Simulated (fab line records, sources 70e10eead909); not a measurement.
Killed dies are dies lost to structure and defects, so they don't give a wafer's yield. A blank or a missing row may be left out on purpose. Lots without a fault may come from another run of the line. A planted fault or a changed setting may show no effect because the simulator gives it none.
fab line records | flow nand_harc
record lots=24 wafers=72 last_day=33
route steps=1302 shown P_M2@334 P_BONDPAD@351
lots that met no fault: from a run of the same line without faults
start_h: hours from the record's first day to the start of the lot's first wafer shown | wait_h: hours since the lot's step before | " the same as in the row above | L1.1+2: a row that stands for several wafers | - no value, or no start given | * or withheld: withheld | < > ~ a bound
route shown NAME@n: a module of which the file shows steps, and the number in the route of the first | usual: mean/standard deviation of fault-free wafers | same: alike in all rows | chamber/n: place in a boat | sites: the reading at each site | _std_site: their standard deviation | _edge_site: outer sites' mean less inner sites' | radius_mm: how far each site lies from the wafer's centre | mask NAME#n: copy n | behind: the tool/chamber that last shaped the wafer | hold: why the lot was held/for how many hours/how that ended | device: the transistor (n, p or np) that didn't switch | end of line: the same wafers' tests at the end of the route | a step without rows: its recipe alone | killed: dies lost to structure and defects at the first sort, not the wafer's yield | map: a wafer's dies, x killed, . not, _ none there
set.NAME: the setting as run; set.NAME@STEP: as run at that earlier step | model.NAME: the simulator's own value behind a step, which no gauge read
steps of the route over a sample of lots; a table a step, a row a wafer
services: from which hour (start_h, from the record's first day; less than 0 if before it) a tool's chamber was out of use, for how many hours, and why
## steps
# step NHARC_P_M2_CD_MEAS_16
# usual cd_nm=170.2/1.1
# columns lot.wafer tool chamber start_h wait_h cd_nm
L074.1 cd_sem-02 - 135.51 - 169.3
L074.3 " - " " 167.7
L074.6 " - " " 169.7
L075.2 cd_sem-02 - 135.96 - 169.4
L075.4 " - " " 166.6
L075.6 " - " " 169.0
L076.4 cd_sem-03 - 149.05 - 170.6
L076.5 " - " " 168.3
L076.6 " - " " 170.7
L077.1 cd_sem-01 - 164.51 - 169.7
L077.5 " - " " 169.5
L077.6 " - " " 169.7
L078.1 cd_sem-02 - 170.63 - 172.0
L078.3 " - " " 169.6
L078.5 " - " " 172.3
L079.1 cd_sem-02 - 177.50 - 169.6
L079.3 " - " " 169.8
L079.5 " - " " 170.1
L080.4 cd_sem-03 - 193.97 - 170.8
L080.5 " - " " 170.0
L080.6 " - " " 170.8
L081.1 cd_sem-01 - 210.53 - 171.6
L081.4 " - " " 172.2
L081.5 " - " " 171.9
L082.1 cd_sem-03 - 214.59 - 169.7
L082.4 " - " " 169.8
L082.5 " - " " 171.3
L083.2 cd_sem-01 - 224.33 - 169.4
L083.3 " - " " 170.0
L083.6 " - " " 171.0
L084.1 cd_sem-03 - 242.23 - 171.3
L084.5 " - " " 168.3
L084.6 " - " " 169.6
L085.2 cd_sem-01 - 244.15 - 170.4
L085.3 " - " " 169.5
L085.6 " - " " 168.6
L087.1 cd_sem-03 - 255.86 - 171.7
L087.5 " - " " 170.2
L087.6 " - " " 170.6
L086.1 cd_sem-03 - 256.82 - 169.1
L086.3 " - " " 169.4
L086.5 " - " " 169.8
L089.2 cd_sem-03 - 272.43 - 170.3
L089.4 " - " " 170.1
L089.5 " - " " 170.6
L088.1 cd_sem-01 - 273.70 - 170.9
L088.3 " - " " 170.3
L088.4 " - " " 171.3
L090.2 cd_sem-02 - 294.44 - 171.4
L090.3 " - " " 171.1
L090.6 " - " " 169.8
L091.1 cd_sem-02 - 295.89 - 169.6
L091.4 " - " " 170.2
L091.5 " - " " 169.2
L092.1 cd_sem-01 - 312.36 0.1 170.4
L092.2 " - " " 169.6
L092.4 " - " " 169.2
L093.2 cd_sem-02 - 317.52 - 170.4
L093.4 " - " " 171.2
L093.6 " - " " 170.7
L094.2 cd_sem-01 - 329.24 - 169.9
L094.3 " - " " 170.4
L094.5 " - " " 171.3
L095.3 cd_sem-01 - 346.05 - 172.9
L095.4 " - " " 171.3
L095.5 " - " " 171.9
L097.2 cd_sem-02 - 356.44 - 170.4
L097.3 " - " " 171.0
L097.5 " - " " 171.6
L096.2 cd_sem-02 - 356.74 - 171.0
L096.3 " - " " 171.5
L096.5 " - " " 173.2
# step NHARC_P_M2_DEGAS_29
# recipe temp_c=250 time_s=60
# usual heater_power_w=338/29
# columns lot.wafer tool chamber start_h wait_h heater_power_w
L074.1 pvd_sputter-01 - 136.26 - 380
L074.3 " - " " 318
L074.6 " - " " 323
L075.2 pvd_sputter-03 - 136.73 - 322
L075.4 " - " " 306
L075.6 " - " " 298
L076.4 pvd_sputter-02 - 149.75 - 381
L076.6 " - " " 364
L076.5 " - " " 319
L077.1 pvd_sputter-01 - 165.22 - 316
L077.6 " - " " 321
L077.5 " - " " 366
L078.3 pvd_sputter-01 - 171.34 - 340
L078.1 " - " " 375
L078.5 " - " " 341
L079.1 pvd_sputter-01 - 178.22 - 377
L079.3 " - " " 354
L079.5 " - " " 338
L080.4 pvd_sputter-01 - 194.69 - 355
L080.6 " - " " 382
L080.5 " - " " 317
L081.4 pvd_sputter-03 - 211.25 - 306
L081.1 " - " " 333
L081.5 " - " " 300
L082.1 pvd_sputter-03 - 215.33 - 324
L082.4 " - " " 294
L082.5 " - " " 329
L083.3 pvd_sputter-02 - 225.03 - 372
L083.2 " - " " 372
L083.6 " - " " 364
L084.1 pvd_sputter-03 - 242.96 - 297
L084.5 " - " " 305
L084.6 " - " " 329
L085.2 pvd_sputter-03 - 244.94 - 331
L085.3 " - " " 298
L085.6 " - " " 301
L087.1 pvd_sputter-01 - 256.60 - 365
L087.5 " - " " 328
L087.6 " - " " 378
L086.3 pvd_sputter-02 - 257.54 - 370
L086.1 " - " " 362
L086.5 " - " " 368
L089.4 pvd_sputter-03 - 273.15 - 326
L089.2 " - " " 312
L089.5 " - " " 334
L088.3 pvd_sputter-01 - 274.42 - 317
L088.4 " - " " 361
L088.1 " - " " 322
L090.2 pvd_sputter-01 - 295.22 - 351
L090.3 " - " " 385
L090.6 " - " " 323
L091.4 pvd_sputter-02 - 296.66 - 379
L091.1 " - " " 398
L091.5 " - " " 320
L092.4 pvd_sputter-01 - 313.27 - 328
L092.2 " - " " 373
L092.1 " - " " 352
L093.2 pvd_sputter-02 - 318.29 - 375
L093.4 " - " " 376
L093.6 " - " " 313
L094.3 pvd_sputter-03 - 329.97 - 332
L094.2 " - " " 322
L094.5 " - " " 301
L095.4 pvd_sputter-03 - 346.83 - 313
L095.3 " - " " 305
L095.5 " - " " 335
L097.3 pvd_sputter-02 - 357.23 - 400
L097.2 " - " " 321
L097.5 " - " " 392
L096.3 pvd_sputter-01 - 357.48 - 330
L096.2 " - " " 318
L096.5 " - " " 367
# step NHARC_P_M2_THK_MEAS_24
# recipe thk_meas_gauge=xrf
# usual thk_nm=144.1/1.6
# columns lot.wafer tool chamber start_h wait_h thk_nm
L074.1 film_metro-02 - 137.66 - 145.4
L074.3 " - " " 146.4
L074.6 " - " " 146.7
L075.2 film_metro-02 - 138.11 - 142.6
L075.4 " - " " 143.6
L075.6 " - " " 146.1
L076.4 film_metro-02 - 151.25 - 143.0
L076.5 " - " " 141.7
L076.6 " - " " 142.7
L077.1 film_metro-01 - 166.62 - 144.5
L077.5 " - " " 142.4
L077.6 " - " " 143.8
L078.1 film_metro-02 - 172.74 - 147.8
L078.3 " - " " 145.5
L078.5 " - " " 146.2
L079.1 film_metro-02 - 179.61 - 141.8
L079.3 " - " " 142.4
L079.5 " - " " 141.8
L080.4 film_metro-01 - 196.07 - 145.0
L080.5 " - " " 143.1
L080.6 " - " " 146.9
L081.1 film_metro-02 - 212.64 - 144.3
L081.4 " - " " 144.9
L081.5 " - " " 143.3
L082.1 film_metro-02 - 216.70 - 142.8
L082.4 " - " " 143.9
L082.5 " - " " 144.3
L083.2 film_metro-01 - 226.42 - 142.2
L083.3 " - " " 141.2
L083.6 " - " " 143.1
L084.1 film_metro-02 - 244.40 - 142.9
L084.5 " - " " 144.7
L084.6 " - " " 144.8
L085.2 film_metro-01 - 246.33 - 146.8
L085.3 " - " " 146.0
L085.6 " - " " 141.5
L087.1 film_metro-02 - 257.97 - 144.8
L087.5 " - " " 143.3
L087.6 " - " " 144.1
L086.1 film_metro-01 - 258.97 - 143.2
L086.3 " - " " 145.4
L086.5 " - " " 142.2
L089.2 film_metro-02 - 274.55 - 143.5
L089.4 " - " " 144.8
L089.5 " - " " 143.8
L088.1 film_metro-01 - 275.85 - 143.0
L088.3 " - " " 142.7
L088.4 " - " " 143.9
L090.2 film_metro-01 - 296.63 - 141.3
L090.3 " - " " 143.7
L090.6 " - " " 145.5
L091.1 film_metro-01 - 298.06 - 145.8
L091.4 " - " " 140.9
L091.5 " - " " 144.4
L092.1 film_metro-01 - 314.68 - 144.1
L092.2 " - " " 146.1
L092.4 " - " " 147.5
L093.2 film_metro-02 - 319.69 - 141.1
L093.4 " - " " 143.4
L093.6 " - " " 145.2
L094.2 film_metro-02 - 331.35 - 143.8
L094.3 " - " " 142.9
L094.5 " - " " 145.3
L095.3 film_metro-02 - 348.23 - 143.4
L095.4 " - " " 146.5
L095.5 " - " " 145.9
L097.2 film_metro-02 - 358.63 - 141.9
L097.3 " - " " 146.7
L097.5 " - " " 145.3
L096.2 film_metro-01 - 358.87 - 147.1
L096.3 " - " " 143.6
L096.5 " - " " 143.8
# step NHARC_P_BONDPAD_DEP_00
# recipe target_thk_a=2500 temp_c=370 target_thk_nm=250 pressure_torr=3 flow_sccm=200 rf_w=450 material=SiCN
# usual chamber_pressure_Torr=3.000/0.0063 heater_power_w=575/74
# columns lot.wafer tool chamber start_h wait_h chamber_pressure_Torr heater_power_w
L074.3 pecvd-03 2 138.40 - 3.002 564
L074.1 " 1 " " 2.988 692
L074.6 " 0 " " 2.993 585
L075.2 pecvd-02 2 138.94 - 2.995 599
L075.6 " 1 " " 3.007 753
L075.4 " 2 " " 2.996 587
L076.5 pecvd-04 0 152.10 - 3.008 476
L076.6 " 1 " " 3.011 571
L076.4 " 2 " " 2.995 703
L077.1 pecvd-03 1 167.42 - 2.996 696
L077.6 " 2 " " 3.006 524
L077.5 " 1 " " 2.997 692
L078.3 pecvd-03 1 173.50 - 3.008 640
L078.1 " 2 " " 3.002 468
L078.5 " 2 " " 3.002 494
L079.1 pecvd-02 0 180.37 - 3.001 465
L079.3 " 2 " " 3.000 589
L079.5 " 0 " " 3.000 504
L080.6 pecvd-04 2 - - 2.994 631
L080.5 " 0 " " 3.007 457
L080.4 " 1 " " 3.000 548
L081.1 pecvd-03 2 - - 2.995 509
L081.4 " 2 " " 2.995 519
L081.5 " 0 " " 2.998 583
L082.1 pecvd-02 0 217.51 - 3.010 498
L082.5 " 2 " " 2.996 611
L082.4 " 0 " " 2.994 500
L083.3 pecvd-02 2 227.14 - 3.000 555
L083.2 " 1 " " 3.007 772
L083.6 " 2 " " 2.998 572
L084.1 pecvd-02 2 245.12 - 2.992 571
L084.5 " 2 " " 2.988 588
L084.6 " 0 " " 3.001 480
L085.3 pecvd-04 1 - - 2.993 582
L085.2 " 2 " " 3.002 655
L085.6 " 2 " " 3.007 668
L087.1 pecvd-02 0 258.92 0.5 2.996 515
L087.5 " 2 " " 2.994 575
L087.6 " 1 " " 3.000 686
L086.1 pecvd-03 0 259.85 0.4 2.996 588
L086.3 " 2 " " 3.000 572
L086.5 " 0 " " 2.997 605
L089.2 pecvd-03 0 275.29 - 2.996 630
L089.4 " 0 " " 2.994 624
L089.5 " 1 " " 3.005 644
L088.1 pecvd-03 1 276.61 - 2.999 654
L088.3 " 2 " " 3.002 566
L088.4 " 0 " " 3.009 610
L090.2 pecvd-04 0 297.34 - 3.011 511
L090.3 " 1 " " 3.000 531
L090.6 " 2 " " 2.999 540
L091.1 pecvd-03 0 298.82 - 2.998 642
L091.5 " 0 " " 3.002 622
L091.4 " 1 " " 2.999 525
L092.1 pecvd-04 2 315.60 0.5 3.003 585
L092.2 " 1 " " 3.001 577
L092.4 " 0 " " 2.999 478
L093.2 pecvd-04 2 - - 2.993 569
L093.6 " 0 " " 2.997 424
L093.4 " 1 " " 2.996 492
L094.3 pecvd-03 2 332.06 - 3.002 584
L094.2 " 0 " " 2.983 596
L094.5 " 0 " " 2.997 596
L095.3 pecvd-04 2 349.04 - 3.005 634
L095.5 " 1 " " 2.997 497
L095.4 " 2 " " 3.011 632
L097.2 pecvd-03 1 - - 3.001 595
L097.3 " 2 " " 2.994 543
L097.5 " 0 " " 3.006 600
L096.2 pecvd-04 2 - - 3.016 600
L096.3 " 1 " " 3.006 493
L096.5 " 0 " " 3.001 501
# step NHARC_P_BONDPAD_ETCH_12
# recipe target_depth_a=2000 time_s=100 chf3_flow_sccm=50 o2_flow_sccm=10 ar_flow_sccm=200 rf_w=500 bias_w=200 chemistry=CHF3/O2
# usual drypump_motor_current_A=5.8/0.47 oes_product_au=0.934/0.025 rf_vpp_V=370.7/1.9 showerhead_plenum_p_Torr=2.41/0.082 throttle_valve_pct=20.573/0.0093
# columns lot.wafer tool chamber start_h wait_h drypump_motor_current_A oes_product_au rf_hours_counter_h rf_vpp_V showerhead_plenum_p_Torr throttle_valve_pct
L074.1 rie_diel-12 3 - - 5.3 0.989 2.4 373.8 2.53 20.582
L074.3 " 2 " " 5.8 0.979 2.8 371.5 2.47 20.558
L074.6 " 0 " " 6.7 0.945 - 369.3 2.32 20.582
L075.2 rie_diel-10 0 - - 6.4 0.918 3.0 374.9 2.52 20.583
L075.6 " 0 " " 6.4 0.915 - 374.1 2.52 20.553
L075.4 " 2 " " 6.7 0.923 - 368.8 2.36 20.583
L076.4 rie_diel-10 0 - - 6.4 0.910 - 373.2 2.52 20.576
L076.5 " 2 " " 6.7 0.923 - 370.6 2.36 20.572
L076.6 " 3 " " 6.1 0.918 - 369.5 2.41 20.564
L077.1 rie_diel-03 2 - - 5.5 0.925 1.3 369.6 2.33 20.576
L077.5 " 1 " " 5.5 0.899 - 369.7 2.33 20.564
L077.6 " 2 " " 5.5 0.920 - 368.8 2.33 20.579
L078.3 rie_diel-03 0 - - 5.8 0.915 1.5 372.6 2.52 20.569
L078.1 " 1 " " 5.5 0.892 1.5 368.8 2.33 20.580
L078.5 " 3 " " 5.7 0.931 - 370.9 2.43 20.561
L079.3 rie_diel-03 1 - - 5.5 0.901 1.6 368.4 2.33 20.558
L079.1 " 3 " " 5.6 0.936 1.6 371.4 2.43 20.587
L079.5 " 1 " " 5.5 0.895 - 368.9 2.33 20.563
L080.4 rie_diel-03 0 - - 5.7 0.927 1.9 373.3 2.52 20.579
L080.6 " 0 " " 5.8 0.928 - 373.0 2.52 20.567
L080.5 " 1 " " 5.5 0.927 - 368.9 2.33 20.576
L081.4 rie_diel-03 0 - - 5.7 0.904 2.8 372.4 2.52 20.556
L081.1 " 1 " " 5.5 0.900 2.7 369.2 2.33 20.580
L081.5 " 0 " " 5.7 0.910 - 373.9 2.52 20.577
L082.1 rie_diel-12 3 - - 5.3 0.923 7.6 372.8 2.52 20.562
L082.5 " 2 " " 5.8 0.937 - 370.3 2.46 20.572
L082.4 " 1 " " 5.1 0.917 - 367.7 2.29 20.557
L083.2 rie_diel-03 0 - - 5.7 0.898 3.2 372.4 2.52 20.553
L083.3 " 1 " " 5.5 0.891 3.0 369.7 2.33 20.567
L083.6 " 2 " " 5.6 0.915 - 368.1 2.33 20.580
L084.1 rie_diel-03 1 - - 5.5 0.912 3.7 368.6 2.33 20.571
L084.6 " 2 " " 5.5 0.912 - 369.4 2.33 20.568
L084.5 " 3 " " 5.6 0.930 - 371.7 2.43 20.575
L085.3 rie_diel-12 2 - - 5.8 0.920 9.3 371.9 2.46 20.572
L085.2 " 3 " " 5.3 0.932 9.2 373.7 2.52 20.568
L085.6 " 2 " " 5.8 0.925 - 372.4 2.46 20.578
L087.1 rie_diel-10 3 - - 6.1 0.972 1.4 370.6 2.41 20.568
L087.6 " 2 " " 6.8 0.961 - 370.4 2.36 20.573
L087.5 " 3 " " 6.1 0.968 - 370.5 2.41 20.564
L086.1 rie_diel-10 3 - - 6.1 0.953 1.5 370.6 2.41 20.578
L086.3 " 2 " " 6.7 0.970 1.6 369.8 2.36 20.575
L086.5 " 0 " " 6.4 0.979 - 373.3 2.52 20.582
L089.2 rie_diel-03 3 - - 5.6 0.918 4.7 371.1 2.43 20.574
L089.4 " 2 " " 5.5 0.916 4.8 368.6 2.33 20.566
L089.5 " 3 " " 5.6 0.931 - 372.3 2.43 20.586
L088.3 rie_diel-12 3 - - 5.3 0.966 0.0 373.7 2.52 20.577
L088.4 " 1 " " 5.0 0.970 0.0 368.7 2.29 20.566
L088.1 " 2 " " 5.8 0.941 0.0 371.4 2.46 20.559
L090.2 rie_diel-03 2 - - 5.5 0.992 0.0 370.3 2.33 20.575
L090.3 " 0 " " 5.7 0.946 0.0 372.7 2.52 20.566
L090.6 " 2 " " 5.5 0.989 - 369.5 2.33 20.565
L091.1 rie_diel-12 3 - - 5.3 0.974 1.2 373.0 2.52 20.574
L091.4 " 2 " " 5.8 0.965 1.2 372.8 2.46 20.573
L091.5 " 3 " " 5.3 0.967 - 375.9 2.52 20.583
L092.1 rie_diel-10 0 - - 6.4 0.938 5.1 372.8 2.52 20.570
L092.4 " 1 " " 5.9 0.923 5.6 369.2 2.35 20.570
L092.2 " 3 " " 6.1 0.917 5.2 370.4 2.41 20.570
L093.2 rie_diel-03 0 - - 5.7 0.916 1.4 372.5 2.52 20.569
L093.4 " 1 " " 5.5 0.929 1.3 368.5 2.33 20.566
L093.6 " 1 " " 5.5 0.917 - 370.0 2.33 20.569
L094.2 rie_diel-10 2 - - 6.7 0.929 7.4 369.6 2.35 20.590
L094.3 " 0 " " 6.4 0.939 5.9 372.9 2.51 20.562
L094.5 " 1 " " 5.9 0.925 - 370.3 2.35 20.589
L095.4 rie_diel-03 1 - - 5.5 0.959 2.0 369.3 2.33 20.570
L095.3 " 3 " " 5.6 0.964 1.9 371.2 2.43 20.581
L095.5 " 1 " " 5.5 0.954 - 367.9 2.33 20.564
L097.2 rie_diel-12 1 - - 5.0 0.923 3.7 368.6 2.29 20.576
L097.3 " 2 " " 5.8 0.914 2.2 372.5 2.46 20.565
L097.5 " 1 " " 5.0 0.926 - 368.5 2.28 20.576
L096.3 rie_diel-03 0 - - 5.7 0.942 2.6 372.7 2.52 20.595
L096.2 " 2 " " 5.5 0.993 2.5 369.6 2.33 20.565
L096.5 " 0 " " 5.7 0.958 - 374.6 2.52 20.577
# step NHARC_P_BONDPAD_ANNEAL_28
# recipe temp_c=225 time_s=90
# usual anneal_temp_c_max=226.4/0.57 wafer_temp_C_max=226.3/0.4
# columns lot.wafer tool chamber start_h wait_h anneal_temp_c_max wafer_temp_C_max
L074.1 rtp_anneal-02 0 141.51 0.3 226.1 226.3
L074.3 " 0 " " 225.8 226.3
L074.6 " 0 " " 226.2 226.8
L075.2 rtp_anneal-02 0 142.12 - 225.9 226.7
L075.4 " 0 " " 225.9 226.0
L075.6 " 0 " " 225.8 226.3
L076.4 rtp_anneal-01 0 155.38 0.4 226.2 225.7
L076.5 " 0 " " 226.6 225.9
L076.6 " 0 " " 226.6 225.8
L077.1 rtp_anneal-02 0 170.43 - 226.3 227.0
L077.5 " 0 " " 226.1 226.6
L077.6 " 0 " " 226.2 226.6
L078.1 rtp_anneal-02 0 176.58 0.3 225.9 226.4
L078.3 " 0 " " 225.9 226.2
L078.5 " 0 " " 225.9 226.2
L079.1 rtp_anneal-02 0 183.58 0.3 225.7 227.0
L079.3 " 0 " " 225.9 226.4
L079.5 " 0 " " 225.8 226.6
L080.4 rtp_anneal-02 0 200.04 - 226.0 226.9
L080.5 " 0 " " 225.8 226.6
L080.6 " 0 " " 226.1 226.9
L081.1 rtp_anneal-01 0 217.17 0.3 226.9 225.5
L081.4 " 0 " " 227.5 225.7
L081.5 " 0 " " 226.5 225.8
L082.1 rtp_anneal-02 0 220.58 0.3 226.0 226.5
L082.4 " 0 " " 225.9 226.5
L082.5 " 0 " " 225.6 226.6
L083.2 rtp_anneal-01 0 230.17 - 226.9 225.9
L083.3 " 0 " " 227.0 226.0
L083.6 " 0 " " 226.9 226.1
L084.1 rtp_anneal-01 0 248.37 - 226.7 226.0
L084.5 " 0 " " 227.1 226.0
L084.6 " 0 " " 226.8 226.0
L085.2 rtp_anneal-02 0 250.08 0.3 225.9 226.2
L085.3 " 0 " " 226.0 226.9
L085.6 " 0 " " 225.8 226.3
L087.1 rtp_anneal-01 0 261.89 0.4 226.8 226.1
L087.5 " 0 " " 226.6 226.0
L087.6 " 0 " " 226.4 226.1
L086.1 rtp_anneal-01 0 263.12 - 226.6 225.7
L086.3 " 0 " " 226.1 225.9
L086.5 " 0 " " 226.8 226.2
L089.2 rtp_anneal-02 0 278.46 0.4 226.0 226.1
L089.4 " 0 " " 225.5 226.2
L089.5 " 0 " " 226.2 226.2
L088.1 rtp_anneal-02 0 279.67 0.3 226.2 226.4
L088.3 " 0 " " 226.2 226.3
L088.4 " 0 " " 226.3 226.5
L090.2 rtp_anneal-01 0 300.51 0.4 226.9 225.6
L090.3 " 0 " " 226.8 226.0
L090.6 " 0 " " 227.7 226.1
L091.1 rtp_anneal-02 0 301.96 - 225.8 227.0
L091.4 " 0 " " 226.0 227.4
L091.5 " 0 " " 225.8 227.4
L092.1 rtp_anneal-02 0 318.71 0.3 225.7 227.0
L092.2 " 0 " " 225.6 226.3
L092.4 " 0 " " 226.1 227.2
L093.2 rtp_anneal-02 0 323.55 0.3 225.9 226.6
L093.4 " 0 " " 225.8 226.2
L093.6 " 0 " " 225.8 226.6
L094.2 rtp_anneal-01 0 335.36 0.3 226.8 226.3
L094.3 " 0 " " 226.5 226.2
L094.5 " 0 " " 226.7 225.9
L095.3 rtp_anneal-01 0 352.12 0.3 226.9 226.0
L095.4 " 0 " " 226.3 225.6
L095.5 " 0 " " 226.7 226.1
L097.2 rtp_anneal-01 0 362.37 - 227.2 226.2
L097.3 " 0 " " 227.4 226.3
L097.5 " 0 " " 226.6 226.2
L096.2 rtp_anneal-01 0 362.75 - 227.1 225.9
L096.3 " 0 " " 226.9 226.1
L096.5 " 0 " " 226.2 225.9
## services
# columns tool chamber start_h hours kind
pvd_sputter-01 - 114.96 9.8 repair
pvd_sputter-02 - 115.66 2.8 repair
pvd_sputter-02 - 130.63 14.1 repair
rie_diel-10 1 138.61 15.9 repair
rie_diel-12 - 143.49 0.7 repair
rie_diel-10 2 159.70 4.9 repair
rie_diel-10 3 160.82 4.3 repair
pvd_sputter-03 - 170.00 10.0 pm
pecvd-02 1 176.22 12.1 repair
pecvd-03 - 185.00 13.0 pm
rie_diel-10 1 186.48 4.1 repair
pvd_sputter-03 - 201.48 1.6 repair
rie_diel-10 2 206.09 1.2 repair
rie_diel-12 0 217.70 8.0 repair
pvd_sputter-01 - 226.00 10.0 pm
pecvd-02 - 227.41 13.0 pm
pecvd-03 1 230.68 21.7 repair
pecvd-03 2 237.38 6.5 repair
pecvd-04 2 248.93 13.7 repair
pvd_sputter-03 - 257.14 2.1 repair
pvd_sputter-03 - 261.61 3.9 repair
pecvd-04 - 269.16 13.0 pm
rie_diel-03 - 285.54 9.0 pm
pvd_sputter-03 - 348.00 10.0 pm
## key
fault none
